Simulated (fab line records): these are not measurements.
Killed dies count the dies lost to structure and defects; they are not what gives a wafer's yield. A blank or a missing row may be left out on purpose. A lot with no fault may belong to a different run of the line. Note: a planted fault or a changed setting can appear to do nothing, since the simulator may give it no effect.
Which of the tools did it? | flow n5_finfet | 11 lots, 31 wafers sampled, at 2 steps of a route of 1938

## WHAT THE GAUGES READ, wafer by wafer
N5_BEOL_M1_RS_MEAS_58: the measuring method here is four-point-probe.
lot  | measured     | on            | M1_RS (ohm/sq)
L585 | day 6 05:26  | film_metro-02 | 0.68 0.67 0.66
L590 | day 7 21:48  | film_metro-01 | 0.66 0.64 0.64
L592 | day 8 00:14  | film_metro-01 | 0.66 0.66 0.65
L591 | day 8 03:50  | film_metro-02 | 0.72 0.68 0.71
L594 | day 8 21:06  | film_metro-01 | 0.67 0.63
L595 | day 8 23:44  | film_metro-01 | 0.69 0.67
L596 | day 9 07:40  | film_metro-01 | 0.71 0.70 0.59
L601 | day 10 12:46 | film_metro-01 | 0.69 0.65 0.66
L604 | day 11 01:55 | film_metro-02 | 0.68 0.69 0.63
L605 | day 11 11:32 | film_metro-02 | 0.66 0.64 0.64
L606 | day 12 01:02 | film_metro-01 | 0.69 0.67 0.64

## WHAT TOOL EACH LOT RAN ON (gives the tool, then ch and the chambers of the sampled wafers, and finally the start)
lot  | N5_BEOL_M1_ANNEAL_93
L585 | pvd_sputter-03, day 6 03:59
L590 | pvd_sputter-01, day 7 20:22
L592 | pvd_sputter-01, day 7 22:50
L591 | pvd_sputter-01, day 8 02:25
L594 | pvd_sputter-02, day 8 19:39
L595 | pvd_sputter-02, day 8 22:19
L596 | pvd_sputter-01, day 9 06:14
L601 | pvd_sputter-03, day 10 11:11
L604 | pvd_sputter-01, day 11 00:22
L605 | pvd_sputter-02, day 11 09:58
L606 | pvd_sputter-01, day 11 23:35
- N5_BEOL_M1_ANNEAL_93: time 240 s.

## THE ANSWER, worked out from the rows above alone
Rule: usual is defined by the lots themselves. The widest of any qualifying gaps counts: lots, ordered by their means at a reading, are off when they make up no more than a third of the lots, leave a main group of 4 or more, and stand apart from it by 3 or more times the standard deviation of that group's means. The tables above print the reading to a certain number of digits; a main group whose means all agree to those digits is not used. Also off: a lot with no number at a reading for which 4 or more lots have one. Where the step has rows for the other lots, those lots are counted as sound.
Nothing can be told from this: no lot is off at any reading shown.

## WHAT THE SIMULATOR HAD INSERTED
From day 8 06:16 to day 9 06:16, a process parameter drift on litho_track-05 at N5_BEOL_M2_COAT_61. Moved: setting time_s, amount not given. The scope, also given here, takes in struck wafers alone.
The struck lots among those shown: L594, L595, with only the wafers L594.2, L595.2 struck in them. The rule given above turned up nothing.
